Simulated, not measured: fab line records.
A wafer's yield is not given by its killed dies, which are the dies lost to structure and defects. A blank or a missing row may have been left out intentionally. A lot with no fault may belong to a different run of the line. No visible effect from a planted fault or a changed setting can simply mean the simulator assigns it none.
Chamber matching / flow n5Finfet / N5_MOL_CONTACT_COAG_ETCHBACK_134 on rieDiel-02 has 4 sister chambers
The step etches SiO2 in CHF3, target depth 10 nm, time 6.7 s. 4 wafers are shown with their chamber, then 9 later ones without.

## EACH WAFER AND ITS CHAMBER
wafer=L080.5; chamber=0; showerheadPlenumPTorr (Torr)=2.36
wafer=L082.2; chamber=1; showerheadPlenumPTorr (Torr)=2.45
wafer=L083.1; chamber=3; showerheadPlenumPTorr (Torr)=2.36
wafer=L083.6; chamber=2; showerheadPlenumPTorr (Torr)=2.36

## WAFERS MISSING THEIR CHAMBER
wafer=L086.1; showerheadPlenumPTorr (Torr)=2.35
wafer=L086.2; showerheadPlenumPTorr (Torr)=2.36
wafer=L086.3; showerheadPlenumPTorr (Torr)=2.35
wafer=L086.4; showerheadPlenumPTorr (Torr)=2.45
wafer=L086.5; showerheadPlenumPTorr (Torr)=2.45
wafer=L086.6; showerheadPlenumPTorr (Torr)=2.35
wafer=L089.1; showerheadPlenumPTorr (Torr)=2.44
wafer=L089.2; showerheadPlenumPTorr (Torr)=2.35
wafer=L089.6; showerheadPlenumPTorr (Torr)=2.35

## WHICH CHAMBER EACH WENT THROUGH
wafer=L086.1; from the rows above=can't be placed: 0 or 2 or 3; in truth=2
wafer=L086.2; from the rows above=can't be placed: 0 or 2 or 3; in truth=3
wafer=L086.3; from the rows above=can't be placed: 0 or 2 or 3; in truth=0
wafer=L086.4; from the rows above=1; in truth=1
wafer=L086.5; from the rows above=1; in truth=1
wafer=L086.6; from the rows above=can't be placed: 0 or 2 or 3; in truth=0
wafer=L089.1; from the rows above=1; in truth=1
wafer=L089.2; from the rows above=can't be placed: 0 or 2 or 3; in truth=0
wafer=L089.6; from the rows above=can't be placed: 0 or 2 or 3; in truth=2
Placed correctly: 3 of 9. From these rows, 6 cannot be placed; in 6 the true chamber is one of the candidates. Number placed wrongly: 0.
How it was worked out, from the rows above alone: a wafer's distance from a chamber is the root of the sum, over the readings, of the square of ((its reading less the chamber's mean) divided by the reading's scatter). If the next closest chamber is less than 2 further off than the closest, the wafer can't be placed; otherwise it belongs to the closest. A chamber's mean is the mean of its shown wafers. The scatter (one wafer shown for each chamber): square how far every hidden wafer sits from the nearest shown wafer, average those squares and take the square root.
